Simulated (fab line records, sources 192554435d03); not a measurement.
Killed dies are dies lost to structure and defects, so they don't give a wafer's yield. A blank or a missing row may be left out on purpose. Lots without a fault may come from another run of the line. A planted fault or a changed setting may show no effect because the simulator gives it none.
fab line records | flow n5_finfet
record lots=5 wafers=15 last_day=17
route steps=1938 shown BEOL_M14@1721
lots that met no fault: from a run of the same line without faults
start_h: hours from the record's first day to the start of the lot's first wafer shown | wait_h: hours since the lot's step before | " the same as in the row above | L1.1+2: a row that stands for several wafers | - no value, or no start given | * or withheld: withheld | < > ~ a bound
route shown NAME@n: a module of which the file shows steps, and the number in the route of the first | usual: mean/standard deviation of fault-free wafers | same: alike in all rows | chamber/n: place in a boat | sites: the reading at each site | _std_site: their standard deviation | _edge_site: outer sites' mean less inner sites' | radius_mm: how far each site lies from the wafer's centre | mask NAME#n: copy n | behind: the tool/chamber that last shaped the wafer | hold: why the lot was held/for how many hours/how that ended | device: the transistor (n, p or np) that didn't switch | end of line: the same wafers' tests at the end of the route | a step without rows: its recipe alone | killed: dies lost to structure and defects at the first sort, not the wafer's yield | map: a wafer's dies, x killed, . not, _ none there
set.NAME: the setting as run; set.NAME@STEP: as run at that earlier step | model.NAME: the simulator's own value behind a step, which no gauge read
lots at some steps of the route; a table a step, a row a wafer
services: from which hour (start_h, from the record's first day; less than 0 if before it) a tool's chamber was out of use, for how many hours, and why
## steps
# step N5_BEOL_M14_SOFTBAKE_05
# recipe temp_c=130 time_s=60
# usual heater_power_total_W=218.5/1.6 resist_line_temp_C=23.00/0.11
# columns lot.wafer tool chamber start_h wait_h heater_power_total_W resist_line_temp_C
L086.3 litho_track-01 0 - - 221.1 23.00
L086.5 " 0 " " 217.3 23.15
L086.6 " 0 " " 221.1 23.10
L088.1 litho_track-03 0 - - 220.9 22.89
L088.2 " 0 " " 220.1 22.95
L088.6 " 0 " " 219.0 23.12
L092.3 litho_track-01 0 - - 219.0 22.94
L092.4 " 0 " " 220.9 23.00
L092.6 " 0 " " 217.2 22.99
L093.1 litho_track-01 0 - - 218.1 22.97
L093.2 " 0 " " 220.7 22.96
L093.5 " 0 " " 218.9 23.02
L096.1 litho_track-01 0 - - 220.0 22.89
L096.2 " 0 " " 217.3 22.94
L096.4 " 0 " " 219.1 22.95
# step N5_BEOL_M14_EXPOSE_07
# recipe mask_id=V13 na=0.8 source_shape=annular sigma_inner=0.5 sigma_outer=0.8 polarization=unpolarized attpsm_phase_deg=180 dose_mj=57
# usual stage_vel_mm_s=500.00/0.2
# same na=0.8
# columns lot.wafer tool chamber start_h wait_h mask stage_vel_mm_s
L086.3 krf_scanner-02 0 310.11 - V13#0 500.28
L086.5 " 0 " " V13#0 500.09
L086.6 " 0 " " V13#0 500.01
L088.1 krf_scanner-01 0 317.06 - V13#0 500.18
L088.2 " 0 " " V13#0 499.74
L088.6 " 0 " " V13#0 500.41
L092.3 krf_scanner-02 0 348.99 - V13#0 499.73
L092.4 " 0 " " V13#0 499.72
L092.6 " 0 " " V13#0 499.83
L093.1 krf_scanner-02 0 365.11 - V13#0 499.60
L093.2 " 0 " " V13#0 500.15
L093.5 " 0 " " V13#0 500.28
L096.1 krf_scanner-02 0 375.99 - V13#0 499.94
L096.2 " 0 " " V13#0 499.82
L096.4 " 0 " " V13#0 500.00
# step N5_BEOL_M14_PEB_08
# recipe peb_temp_c=130 peb_time_s=90
# usual heater_power_total_W=172.4/0.74 resist_line_temp_C=22.98/0.11
# columns lot.wafer tool chamber start_h wait_h heater_power_total_W resist_line_temp_C
L086.3 litho_track-02 0 310.16 0.0 173.9 23.01
L086.5 " 0 " " 171.7 23.05
L086.6 " 0 " " 171.6 22.87
L088.1 litho_track-01 0 317.12 0.1 173.4 22.88
L088.2 " 0 " " 173.5 22.92
L088.6 " 0 " " 173.7 22.74
L092.3 litho_track-01 0 349.04 0.0 173.7 22.92
L092.4 " 0 " " 172.2 23.03
L092.6 " 0 " " 172.8 22.97
L093.1 litho_track-03 0 365.17 0.1 172.0 23.01
L093.2 " 0 " " 173.9 23.02
L093.5 " 0 " " 172.1 22.84
L096.1 litho_track-02 0 376.05 0.1 173.8 23.03
L096.2 " 0 " " 171.7 22.97
L096.4 " 0 " " 172.3 22.98
# step N5_BEOL_M14_DEVELOP_09
# recipe develop_time_s=45 rinse_liquid=diw dry=air_spin dev_temp_c=21
# usual resist_line_temp_C=22.98/0.094
# columns lot.wafer tool chamber start_h wait_h resist_line_temp_C
L086.3 litho_track-02 0 - - 23.01
L086.5 " 0 " " 22.81
L086.6 " 0 " " 22.97
L088.1 litho_track-01 0 - - 22.83
L088.2 " 0 " " 22.93
L088.6 " 0 " " 22.95
L092.3 litho_track-01 0 - - 23.17
L092.4 " 0 " " 23.28
L092.6 " 0 " " 23.11
L093.1 litho_track-03 0 - - 22.95
L093.2 " 0 " " 23.07
L093.5 " 0 " " 23.01
L096.1 litho_track-02 0 - - 22.77
L096.2 " 0 " " 22.90
L096.4 " 0 " " 22.96
# step N5_BEOL_M14_HARDBAKE_14
# recipe temp_c=130 time_s=120
# usual heater_power_total_W=148.1/0.88 resist_line_temp_C=23.01/0.094
# columns lot.wafer tool chamber start_h wait_h heater_power_total_W resist_line_temp_C
L086.3 litho_track-02 0 - - 149.3 22.93
L086.5 " 0 " " 148.2 23.10
L086.6 " 0 " " 147.3 23.04
L088.1 litho_track-01 0 - - 148.0 22.94
L088.2 " 0 " " 148.8 22.99
L088.6 " 0 " " 147.9 23.02
L092.3 litho_track-01 0 - - 148.5 22.90
L092.4 " 0 " " 148.9 23.00
L092.6 " 0 " " 148.4 23.11
L093.1 litho_track-03 0 - - 146.2 23.00
L093.2 " 0 " " 149.2 22.90
L093.5 " 0 " " 149.4 22.90
L096.1 litho_track-02 0 - - 146.2 23.01
L096.2 " 0 " " 148.2 23.14
L096.4 " 0 " " 147.3 23.03
# step N5_BEOL_M14_CD_MEAS_10
# recipe target_cd_nm=250 landing_energy_ev=500 detector=se_inlens polarity=opening
# usual cd_nm=249.6/1.7
# columns lot.wafer tool chamber start_h wait_h cd_nm
L086.3 cd_sem-02 0 310.28 - 252.0
L086.5 " 0 " " 249.0
L086.6 " 0 " " 252.3
L088.1 cd_sem-01 0 317.23 - 250.3
L088.2 " 0 " " 248.7
L088.6 " 0 " " 250.8
L092.3 cd_sem-02 0 349.15 - 252.5
L092.4 " 0 " " 250.7
L092.6 " 0 " " 249.2
L093.1 cd_sem-02 0 365.28 - 248.0
L093.2 " 0 " " 250.7
L093.5 " 0 " " 248.9
L096.1 cd_sem-02 0 376.17 - 251.8
L096.2 " 0 " " 250.2
L096.4 " 0 " " 250.7
# step N5_BEOL_M14_OVL_MEAS_11
# recipe points_per_wafer=44
# usual V13_OVL=1/4.8
# columns lot.wafer tool chamber start_h wait_h V13_OVL[nm]
L086.3 overlay-02 0 310.31 0.0 0
L086.5 " 0 " " -5
L086.6 " 0 " " -3
L088.1 overlay-01 0 317.26 0.0 -4
L088.2 " 0 " " -3
L088.6 " 0 " " -6
L092.3 overlay-02 0 349.18 0.0 7
L092.4 " 0 " " 3
L092.6 " 0 " " 6
L093.1 overlay-01 0 365.31 0.0 -1
L093.2 " 0 " " 6
L093.5 " 0 " " 10
L096.1 overlay-01 0 376.20 0.0 -5
L096.2 " 0 " " 4
L096.4 " 0 " " 0
# step N5_BEOL_M14_INSPECT_12
# recipe mode=adi inspect_instrument=macro
# usual raw_defect_count=1.9/1.4
# columns lot.wafer tool chamber start_h wait_h raw_defect_count
L086.3 defect_inspect-01 - 310.33 0.0 2
L086.5 " - " " 6
L086.6 " - " " 0
L088.1 defect_inspect-02 - 317.29 0.0 5
L088.2 " - " " 1
L088.6 " - " " 1
L092.3 defect_inspect-01 - 349.21 0.0 0
L092.4 " - " " 3
L092.6 " - " " 3
L093.1 defect_inspect-01 - 365.33 0.0 3
L093.2 " - " " 0
L093.5 " - " " 2
L096.1 defect_inspect-02 - 376.22 0.0 3
L096.2 " - " " 1
L096.4 " - " " 3
# step N5_BEOL_M14_DESCUM_15
# recipe chemistry=O2 time_s=7.9 source_power_w=50 bias_power_w=20 pressure_mtorr=20 rf_frequency_hz=2.712e+07 temp_c=40 o2_flow_sccm=225
# usual bias_power_w=20.00/0.057 drypump_motor_current_A=5.5/0.52 oes_product_au=0.78/0.082 rf_vpp_V=243.2/1.6 showerhead_plenum_p_Torr=2.09/0.086 throttle_valve_pct=20.45/0.23
# columns lot.wafer tool chamber start_h wait_h bias_power_w drypump_motor_current_A oes_product_au rf_hours_counter_h rf_vpp_V showerhead_plenum_p_Torr throttle_valve_pct
L086.3 rie_diel-04 0 310.44 0.1 19.95 5.7 1.00 0 243.6 2.13 20.08
L086.5 " 2 " " 20.06 6.3 0.81 - 241.9 2.03 20.77
L086.6 " 1 " " 19.96 5.8 0.72 - 240.0 1.97 20.30
L088.1 rie_diel-04 1 317.32 0.0 19.95 5.8 0.71 229 240.9 1.97 20.31
L088.2 " 0 " " 20.06 5.7 0.97 2 244.4 2.13 20.07
L088.6 " 0 " " 19.96 5.7 0.97 - 244.9 2.13 20.07
L092.3 rie_diel-06 3 349.24 0.0 19.96 4.8 0.85 64 244.2 2.21 20.48
L092.4 " 1 " " 19.88 5.6 0.69 243 241.9 2.06 20.87
L092.6 " 3 " " 20.01 4.9 0.84 - 244.5 2.21 20.50
L093.1 rie_diel-05 3 365.37 0.0 20.04 6.4 0.88 39 244.7 2.22 20.19
L093.2 " 2 " " 20.09 5.4 0.79 114 245.1 2.19 20.30
L093.5 " 2 " " 20.04 5.4 0.79 - 244.7 2.19 20.30
L096.1 rie_diel-05 1 376.30 0.1 20.05 5.1 0.80 106 241.0 2.00 20.26
L096.2 " 2 " " 20.03 5.4 0.80 117 244.9 2.19 20.30
L096.4 " 0 " " 19.94 5.9 0.71 188 244.9 2.17 20.78
# step N5_BEOL_M14_ETCH_59
# recipe chemistry=N2/H2 target=BARC target_depth_a=890 overetch_a=267 time_s=67.9 ion_energy_ev=200 pressure_mtorr=30 source_w=840 bias_w=150 n2_flow_sccm=200 h2_flow_sccm=200
# usual drypump_motor_current_A=5.6/0.52 oes_product_au=0.67/0.069 rf_vpp_V=524.1/2.9 showerhead_plenum_p_Torr=2.55/0.1 throttle_valve_pct=17.96/0.19
# columns lot.wafer tool chamber start_h wait_h drypump_motor_current_A oes_product_au rf_hours_counter_h rf_vpp_V showerhead_plenum_p_Torr throttle_valve_pct
L086.3 rie_diel-04 0 310.48 0.0 5.7 0.86 0 524.5 2.61 17.73
L086.5 " 2 " " 6.3 0.68 - 521.6 2.46 18.08
L086.6 " 1 " " 5.8 0.61 - 520.0 2.42 17.94
L088.1 rie_diel-04 1 317.36 0.0 5.9 0.61 229 520.7 2.42 17.94
L088.2 " 0 " " 5.8 0.84 2 525.1 2.61 17.74
L088.6 " 0 " " 5.7 0.83 - 525.7 2.61 17.74
L092.3 rie_diel-06 3 349.27 0.0 4.9 0.73 64 526.8 2.69 18.01
L092.4 " 1 " " 5.6 0.60 243 524.7 2.51 18.40
L092.6 " 3 " " 4.8 0.73 - 528.2 2.69 18.00
L093.1 rie_diel-05 3 365.40 0.0 6.4 0.75 39 526.5 2.69 17.61
L093.2 " 2 " " 5.4 0.69 114 528.3 2.68 17.89
L093.5 " 2 " " 5.4 0.70 - 526.7 2.68 17.88
L096.1 rie_diel-05 1 376.34 0.0 5.1 0.69 106 522.6 2.45 17.81
L096.2 " 2 " " 5.4 0.68 117 526.8 2.68 17.88
L096.4 " 0 " " 5.8 0.60 188 525.7 2.62 18.19
# step N5_BEOL_M14_VIA_ETCH_16
# recipe chemistry=C4F8/O2/Ar target=SiO2 he_inner_torr=15 he_outer_torr=30 target_depth_a=12313 time_s=withheld ion_energy_ev=800 pressure_mtorr=20 source_w=1905 bias_w=2040 Ar_flow_sccm=400 C4F8_flow_sccm=16 O2_flow_sccm=12 ends=cleared
# usual drypump_motor_current_A=5.6/0.52 oes_o_777_au=0.78/0.076 oes_product_au=0.70/0.074 rf_vpp_V=2202/26 showerhead_plenum_p_Torr=3.45/0.13 throttle_valve_pct=31.0/0.34
# columns lot.wafer tool chamber start_h wait_h drypump_motor_current_A oes_o_777_au oes_product_au rf_vpp_V showerhead_plenum_p_Torr throttle_valve_pct
L086.3 rie_diel-04 0 310.53 0.0 5.7 0.97 0.90 2214 3.53 30.8
L086.5 " 2 " " 6.3 0.81 0.73 2184 3.36 31.4
L086.6 " 1 " " 5.9 0.70 0.65 2218 3.24 30.5
L088.1 rie_diel-04 1 317.41 0.0 5.8 0.70 0.63 2218 3.24 30.5
L088.2 " 0 " " 5.8 0.95 0.89 2213 3.53 30.8
L088.6 " 0 " " 5.7 0.95 0.88 2216 3.53 30.8
L092.3 rie_diel-06 3 349.33 0.0 4.9 0.87 0.78 2214 3.65 31.3
L092.4 " 1 " " 5.6 0.71 0.63 2267 3.40 31.4
L092.6 " 3 " " 4.8 0.87 0.79 2212 3.65 31.3
L093.1 rie_diel-05 3 365.46 0.0 6.4 0.87 0.78 2189 3.63 30.7
L093.2 " 2 " " 5.4 0.79 0.71 2213 3.56 30.4
L093.5 " 2 " " 5.4 0.78 0.70 2211 3.56 30.4
L096.1 rie_diel-05 1 376.39 0.0 5.1 0.78 0.72 2185 3.35 31.0
L096.2 " 2 " " 5.4 0.78 0.71 2209 3.56 30.4
L096.4 " 0 " " 5.9 0.72 0.64 2218 3.58 31.4
# step N5_BEOL_M14_STRIP_63
# recipe chemistry=O2 power_w=600 temp_c=60 pressure_mtorr=30 rf_frequency_hz=6e+07 bias_power_w=0 overash_fraction=0.3 o2_flow_sccm=225
# usual drypump_motor_current_A=5.6/0.52 oes_product_au=0.78/0.084 rf_vpp_V=3.7/0.89 showerhead_plenum_p_Torr=2.10/0.086 throttle_valve_pct=16.70/0.23
# same bias_power_w=0
# columns lot.wafer tool chamber start_h wait_h drypump_motor_current_A oes_product_au rf_hours_counter_h rf_vpp_V showerhead_plenum_p_Torr throttle_valve_pct
L086.3 rie_diel-04 0 - - 5.7 1.02 0 3.0 2.13 16.27
L086.5 " 2 " " 6.3 0.80 - 3.4 2.04 16.95
L086.6 " 1 " " 5.8 0.71 - 2.5 1.98 16.63
L088.1 rie_diel-04 1 - - 5.8 0.71 229 2.9 1.98 16.65
L088.2 " 0 " " 5.8 0.99 3 5.0 2.13 16.26
L088.6 " 0 " " 5.7 0.98 - 5.5 2.13 16.30
L092.3 rie_diel-06 3 - - 4.9 0.87 64 2.2 2.22 16.70
L092.4 " 1 " " 5.6 0.69 243 3.8 2.06 17.13
L092.6 " 3 " " 4.8 0.86 - 3.8 2.22 16.66
L093.1 rie_diel-05 3 - - 6.4 0.89 39 4.0 2.22 16.40
L093.2 " 2 " " 5.4 0.80 115 4.2 2.20 16.58
L093.5 " 2 " " 5.4 0.79 - 2.7 2.20 16.56
L096.1 rie_diel-05 1 - - 5.1 0.80 106 3.5 2.01 16.53
L096.2 " 2 " " 5.4 0.78 117 2.9 2.20 16.57
L096.4 " 0 " " 5.9 0.71 189 5.1 2.17 17.04
# step N5_BEOL_M14_STRIP_64
# recipe chemistry=O2 power_w=600 temp_c=60 pressure_mtorr=30 rf_frequency_hz=6e+07 bias_power_w=0 overash_fraction=0.3 o2_flow_sccm=225
# usual drypump_motor_current_A=5.6/0.51 oes_product_au=0.78/0.083 rf_vpp_V=3.6/0.47 showerhead_plenum_p_Torr=2.10/0.086 throttle_valve_pct=16.70/0.23
# same bias_power_w=0
# columns lot.wafer tool chamber start_h wait_h drypump_motor_current_A oes_product_au rf_hours_counter_h rf_vpp_V showerhead_plenum_p_Torr throttle_valve_pct
L086.3 rie_diel-04 0 - - 5.7 1.00 0 3.6 2.13 16.27
L086.5 " 2 " " 6.3 0.80 - 3.8 2.04 16.96
L086.6 " 1 " " 5.9 0.72 - 3.8 1.98 16.62
L088.1 rie_diel-04 1 - - 5.8 0.72 229 3.7 1.98 16.62
L088.2 " 0 " " 5.8 0.98 3 3.2 2.13 16.27
L088.6 " 0 " " 5.7 0.98 - 2.6 2.13 16.27
L092.3 rie_diel-06 3 - - 4.8 0.85 64 4.0 2.22 16.65
L092.4 " 1 " " 5.6 0.69 243 2.6 2.06 17.11
L092.6 " 3 " " 4.8 0.85 - 2.8 2.22 16.67
L093.1 rie_diel-05 3 - - 6.4 0.89 39 3.2 2.22 16.40
L093.2 " 2 " " 5.4 0.79 115 3.6 2.20 16.57
L093.5 " 2 " " 5.4 0.80 - 4.0 2.20 16.58
L096.1 rie_diel-05 1 - - 5.1 0.81 106 3.4 2.01 16.51
L096.2 " 2 " " 5.4 0.79 117 3.4 2.20 16.57
L096.4 " 0 " " 5.9 0.72 189 3.9 2.17 17.05
# step N5_BEOL_M14_STRIP_71
# recipe chemistry=post_etch_residue_remover time_s=60 temp_c=25 remover_ph=withheld remover_water_wt_pct=withheld remover_fluoride_wt_pct=withheld
# columns lot.wafer tool chamber start_h wait_h
L086.3+5+6 wet_bench-02 6,2,5 310.82 -
L088.1+2+6 wet_bench-01 1,7,0 317.70 -
L092.3+4+6 wet_bench-02 1,0,7 349.62 -
L093.1+2+5 wet_bench-01 6,3,2 365.74 -
L096.1+2+4 wet_bench-01 2,3,5 376.68 -
# step N5_BEOL_M14_SRD_72
# recipe time_s=30 temp_c=23 rinse_liquid=diw dry=n2_spin spin_rpm=1500 dry_time_s=30
# columns lot.wafer tool chamber start_h wait_h
L086.3+5+6 wet_bench-02 6,2,5 310.89 0.0
L088.1+2+6 wet_bench-01 1,7,0 317.72 0.0
L092.3+4+6 wet_bench-02 1,0,7 349.63 0.0
L093.1+2+5 wet_bench-01 6,3,2 365.76 0.0
L096.1+2+4 wet_bench-01 2,3,5 376.70 0.0
# step N5_BEOL_M14_CD_MEAS_17
# recipe target_cd_nm=250 polarity=opening
# usual cd_nm=250.6/2
# columns lot.wafer tool chamber start_h wait_h cd_nm
L086.3 cd_sem-03 - 310.99 0.0 252.3
L086.5 " - " " 251.2
L086.6 " - " " 253.5
L088.1 cd_sem-02 - 317.76 0.0 250.1
L088.2 " - " " 247.8
L088.6 " - " " 251.5
L092.3 cd_sem-02 - 349.68 0.0 255.0
L092.4 " - " " 251.8
L092.6 " - " " 252.9
L093.1 cd_sem-01 - 365.80 0.0 247.8
L093.2 " - " " 250.5
L093.5 " - " " 249.7
L096.1 cd_sem-03 - 376.74 0.0 252.2
L096.2 " - " " 250.9
L096.4 " - " " 250.6
# step N5_BEOL_M14_COAT_65
# recipe resist=SOC temp_c=250 time_s=60 spin_rpm=1500 resist_thk_nm=450
# usual heater_power_total_W=500.3/1.9 resist_line_temp_C=23.02/0.12 spin_speed_rpm=1500.1/0.86
# columns lot.wafer tool chamber start_h wait_h heater_power_total_W resist_line_temp_C spin_speed_rpm
L086.3 litho_track-02 0 311.02 0.0 502.5 23.28 1500.6
L086.5 " 0 " " 497.6 23.05 1500.3
L086.6 " 0 " " 498.3 23.15 1499.2
L088.1 litho_track-03 0 317.79 0.0 502.8 22.89 1499.7
L088.2 " 0 " " 499.7 22.96 1501.2
L088.6 " 0 " " 503.3 23.11 1499.3
L092.3 litho_track-01 0 349.71 0.0 497.8 22.96 1499.9
L092.4 " 0 " " 499.4 23.05 1500.3
L092.6 " 0 " " 500.9 22.93 1499.6
L093.1 litho_track-02 0 365.84 0.0 502.3 23.02 1499.1
L093.2 " 0 " " 500.9 22.92 1500.2
L093.5 " 0 " " 497.9 23.01 1499.1
L096.1 litho_track-01 0 376.77 0.0 499.4 23.08 1499.0
L096.2 " 0 " " 501.3 23.14 1501.1
L096.4 " 0 " " 502.3 23.08 1501.2
# step N5_BEOL_M14_COAT_66
# recipe resist=SiARC temp_c=220 time_s=60 spin_rpm=1500 resist_thk_nm=110
# usual heater_power_total_W=427.8/2.1 resist_line_temp_C=23.03/0.11 spin_speed_rpm=1500.1/0.78
# columns lot.wafer tool chamber start_h wait_h heater_power_total_W resist_line_temp_C spin_speed_rpm
L086.3 litho_track-02 0 - - 426.4 23.03 1499.0
L086.5 " 0 " " 428.3 23.07 1500.4
L086.6 " 0 " " 424.8 23.06 1501.5
L088.1 litho_track-03 0 - - 425.2 23.18 1500.1
L088.2 " 0 " " 424.5 23.14 1499.8
L088.6 " 0 " " 428.6 23.12 1498.4
L092.3 litho_track-01 0 - - 426.1 23.20 1499.2
L092.4 " 0 " " 430.6 23.03 1500.0
L092.6 " 0 " " 424.5 23.19 1499.7
L093.1 litho_track-02 0 - - 429.3 22.96 1500.6
L093.2 " 0 " " 427.1 23.15 1498.1
L093.5 " 0 " " 425.1 22.93 1501.4
L096.1 litho_track-01 0 - - 427.2 23.22 1500.3
L096.2 " 0 " " 425.8 23.18 1500.8
L096.4 " 0 " " 425.5 23.09 1500.8
# step N5_BEOL_M14_COAT_22
# recipe spin_rpm=2888 resist_thk_nm=300
# usual resist_line_temp_C=23.01/0.11 spin_speed_rpm=2887.9/1.6
# columns lot.wafer tool chamber start_h wait_h resist_line_temp_C spin_speed_rpm
L086.3 litho_track-02 0 - - 22.92 2888.8
L086.5 " 0 " " 23.00 2888.5
L086.6 " 0 " " 23.03 2885.7
L088.1 litho_track-03 0 - - 23.08 2889.8
L088.2 " 0 " " 22.81 2886.5
L088.6 " 0 " " 22.98 2890.1
L092.3 litho_track-01 0 - - 23.15 2888.0
L092.4 " 0 " " 22.93 2888.0
L092.6 " 0 " " 22.88 2886.9
L093.1 litho_track-02 0 - - 22.99 2889.1
L093.2 " 0 " " 22.91 2888.6
L093.5 " 0 " " 22.89 2888.1
L096.1 litho_track-01 0 - - 22.99 2885.8
L096.2 " 0 " " 22.87 2890.1
L096.4 " 0 " " 23.04 2889.5
# step N5_BEOL_M14_EBR_24
# recipe solvent=PGMEA ebr_width_mm=1.5
# usual resist_line_temp_C=22.99/0.097
# same ebr_width_mm=1.5
# columns lot.wafer tool chamber start_h wait_h resist_line_temp_C
L086.3 litho_track-02 0 - - 22.89
L086.5 " 0 " " 23.02
L086.6 " 0 " " 22.96
L088.1 litho_track-03 0 - - 22.97
L088.2 " 0 " " 22.96
L088.6 " 0 " " 22.85
L092.3 litho_track-01 0 - - 22.95
L092.4 " 0 " " 22.87
L092.6 " 0 " " 22.89
L093.1 litho_track-02 0 - - 23.04
L093.2 " 0 " " 23.06
L093.5 " 0 " " 22.90
L096.1 litho_track-01 0 - - 23.21
L096.2 " 0 " " 23.07
L096.4 " 0 " " 22.94
# step N5_BEOL_M14_SOFTBAKE_23
# recipe temp_c=130 time_s=60
# usual heater_power_total_W=218.9/1.6 resist_line_temp_C=22.99/0.12
# columns lot.wafer tool chamber start_h wait_h heater_power_total_W resist_line_temp_C
L086.3 litho_track-02 0 - - 218.9 22.89
L086.5 " 0 " " 217.1 22.72
L086.6 " 0 " " 221.0 23.16
L088.1 litho_track-03 0 - - 220.8 22.83
L088.2 " 0 " " 217.4 22.97
L088.6 " 0 " " 219.6 23.16
L092.3 litho_track-01 0 - - 216.6 23.15
L092.4 " 0 " " 218.7 23.02
L092.6 " 0 " " 220.8 23.08
L093.1 litho_track-02 0 - - 220.8 22.88
L093.2 " 0 " " 219.0 22.78
L093.5 " 0 " " 216.7 22.69
L096.1 litho_track-01 0 - - 220.1 23.00
L096.2 " 0 " " 220.1 22.72
L096.4 " 0 " " 218.3 22.99
# step N5_BEOL_M14_EXPOSE_25
# recipe mask_id=M14 na=0.8 source_shape=annular sigma_inner=0.5 sigma_outer=0.8 polarization=unpolarized target_cd_nm=280 dose_mj=26.6
# usual stage_vel_mm_s=499.92/0.28
# same na=0.8
# columns lot.wafer tool chamber start_h wait_h mask stage_vel_mm_s
L086.3 krf_scanner-01 0 311.15 - M14#0 499.76
L086.5 " 0 " " M14#0 499.60
L086.6 " 0 " " M14#0 499.64
L088.1 krf_scanner-02 0 317.91 - M14#0 499.79
L088.2 " 0 " " M14#0 500.00
L088.6 " 0 " " M14#0 499.67
L092.3 krf_scanner-01 0 349.97 - M14#0 499.56
L092.4 " 0 " " M14#0 499.76
L092.6 " 0 " " M14#0 499.66
L093.1 krf_scanner-02 0 366.08 - M14#0 499.76
L093.2 " 0 " " M14#0 499.83
L093.5 " 0 " " M14#0 499.50
L096.1 krf_scanner-01 0 377.02 - M14#0 499.80
L096.2 " 0 " " M14#0 499.71
L096.4 " 0 " " M14#0 499.98
# step N5_BEOL_M14_PEB_26
# recipe peb_temp_c=130 peb_time_s=90
# usual heater_power_total_W=172.4/0.79 resist_line_temp_C=22.99/0.095
# columns lot.wafer tool chamber start_h wait_h heater_power_total_W resist_line_temp_C
L086.3 litho_track-02 0 311.20 0.0 172.0 22.96
L086.5 " 0 " " 173.5 22.76
L086.6 " 0 " " 170.8 22.91
L088.1 litho_track-03 0 317.97 0.1 173.1 22.97
L088.2 " 0 " " 172.3 22.95
L088.6 " 0 " " 171.8 22.97
L092.3 litho_track-01 0 350.01 0.0 173.0 23.00
L092.4 " 0 " " 171.2 23.08
L092.6 " 0 " " 171.2 23.18
L093.1 litho_track-02 0 366.14 0.1 172.9 22.92
L093.2 " 0 " " 172.1 23.09
L093.5 " 0 " " 172.1 23.10
L096.1 litho_track-03 0 377.08 0.1 172.8 22.95
L096.2 " 0 " " 172.0 23.02
L096.4 " 0 " " 171.8 23.05
# step N5_BEOL_M14_DEVELOP_27
# recipe develop_time_s=45 rinse_liquid=diw dry=air_spin dev_temp_c=21
# usual resist_line_temp_C=23.03/0.11
# columns lot.wafer tool chamber start_h wait_h resist_line_temp_C
L086.3 litho_track-02 0 - - 22.94
L086.5 " 0 " " 22.95
L086.6 " 0 " " 22.91
L088.1 litho_track-03 0 - - 23.12
L088.2 " 0 " " 23.14
L088.6 " 0 " " 23.00
L092.3 litho_track-01 0 - - 23.04
L092.4 " 0 " " 23.11
L092.6 " 0 " " 23.18
L093.1 litho_track-02 0 - - 23.09
L093.2 " 0 " " 22.98
L093.5 " 0 " " 22.83
L096.1 litho_track-03 0 - - 23.15
L096.2 " 0 " " 23.09
L096.4 " 0 " " 23.05
# step N5_BEOL_M14_HARDBAKE_32
# recipe temp_c=130 time_s=120
# usual heater_power_total_W=148.2/0.98 resist_line_temp_C=22.98/0.1
# columns lot.wafer tool chamber start_h wait_h heater_power_total_W resist_line_temp_C
L086.3 litho_track-02 0 - - 147.0 23.13
L086.5 " 0 " " 149.3 22.90
L086.6 " 0 " " 148.9 23.15
L088.1 litho_track-03 0 - - 149.4 23.21
L088.2 " 0 " " 149.4 23.00
L088.6 " 0 " " 146.3 23.11
L092.3 litho_track-01 0 - - 146.6 23.06
L092.4 " 0 " " 149.2 22.99
L092.6 " 0 " " 147.5 23.11
L093.1 litho_track-02 0 - - 148.5 23.01
L093.2 " 0 " " 149.0 23.06
L093.5 " 0 " " 146.3 23.10
L096.1 litho_track-03 0 - - 149.3 23.21
L096.2 " 0 " " 147.1 22.90
L096.4 " 0 " " 148.7 23.08
# step N5_BEOL_M14_CD_MEAS_28
# recipe target_cd_nm=284.4 landing_energy_ev=500 detector=se_inlens
# usual cd_nm=283.7/1.7
# columns lot.wafer tool chamber start_h wait_h cd_nm
L086.3 cd_sem-02 0 311.31 - 283.1
L086.5 " 0 " " 279.7
L086.6 " 0 " " 285.5
L088.1 cd_sem-02 0 318.08 - 282.0
L088.2 " 0 " " 282.2
L088.6 " 0 " " 282.0
L092.3 cd_sem-02 0 350.13 - 280.0
L092.4 " 0 " " 284.7
L092.6 " 0 " " 282.6
L093.1 cd_sem-01 0 366.26 - 285.9
L093.2 " 0 " " 284.8
L093.5 " 0 " " 284.7
L096.1 cd_sem-01 0 377.19 - 284.4
L096.2 " 0 " " 285.4
L096.4 " 0 " " 283.8
# step N5_BEOL_M14_OVL_MEAS_29
# recipe points_per_wafer=44
# usual M14_OVL=-2/5.8
# columns lot.wafer tool chamber start_h wait_h M14_OVL[nm]
L086.3 overlay-02 0 311.34 0.0 -1
L086.5 " 0 " " -3
L086.6 " 0 " " -4
L088.1 overlay-02 0 318.11 0.0 -6
L088.2 " 0 " " -10
L088.6 " 0 " " -5
L092.3 overlay-02 0 350.16 0.0 7
L092.4 " 0 " " 2
L092.6 " 0 " " 2
L093.1 overlay-02 0 366.29 0.0 4
L093.2 " 0 " " -3
L093.5 " 0 " " 3
L096.1 overlay-01 0 377.22 0.0 5
L096.2 " 0 " " 0
L096.4 " 0 " " 1
# step N5_BEOL_M14_INSPECT_30
# recipe mode=adi inspect_instrument=macro
# usual raw_defect_count=1.9/1.3
# columns lot.wafer tool chamber start_h wait_h raw_defect_count
L086.3 defect_inspect-01 - 311.37 0.0 2
L086.5 " - " " 0
L086.6 " - " " 3
L088.1 defect_inspect-02 - 318.14 0.0 3
L088.2 " - " " 3
L088.6 " - " " 0
L092.3 defect_inspect-02 - 350.18 0.0 3
L092.4 " - " " 0
L092.6 " - " " 0
L093.1 defect_inspect-01 - 366.31 0.0 3
L093.2 " - " " 1
L093.5 " - " " 3
L096.1 defect_inspect-01 - 377.25 0.0 2
L096.2 " - " " 1
L096.4 " - " " 1
## services
# columns tool chamber start_h hours kind
rie_diel-04 0 292.44 - clean
rie_diel-04 0 292.44 - consumable_replace:focus_ring
rie_diel-04 0 292.44 17.5 scheduled_down
rie_diel-04 0 292.44 17.5 vent_cycle
krf_scanner-02 - 302.70 1.5 repair
krf_scanner-01 - 305.20 3.0 repair
krf_scanner-02 - 308.47 0.8 pm
wet_bench-02 - 322.39 1.4 repair
rie_diel-04 3 323.85 12.5 repair
rie_diel-04 2 328.65 1.8 repair
rie_diel-06 1 330.77 13.6 repair
krf_scanner-02 - 333.92 1.3 pm
krf_scanner-01 - 347.46 1.0 pm
rie_diel-05 - 352.93 2.8 pm
krf_scanner-01 - 365.08 1.3 pm
rie_diel-05 - 366.99 4.3 pm
krf_scanner-02 - 368.26 0.9 repair
wet_bench-02 - 368.99 2.0 repair
rie_diel-04 1 371.55 - clean
rie_diel-04 1 371.55 - consumable_replace:focus_ring
rie_diel-04 1 371.55 - consumable_replace:showerhead
rie_diel-04 1 371.55 22.0 scheduled_down
rie_diel-04 1 371.55 22.0 vent_cycle
litho_track-02 - 374.22 - consumable_replace:filter
## key
fault none
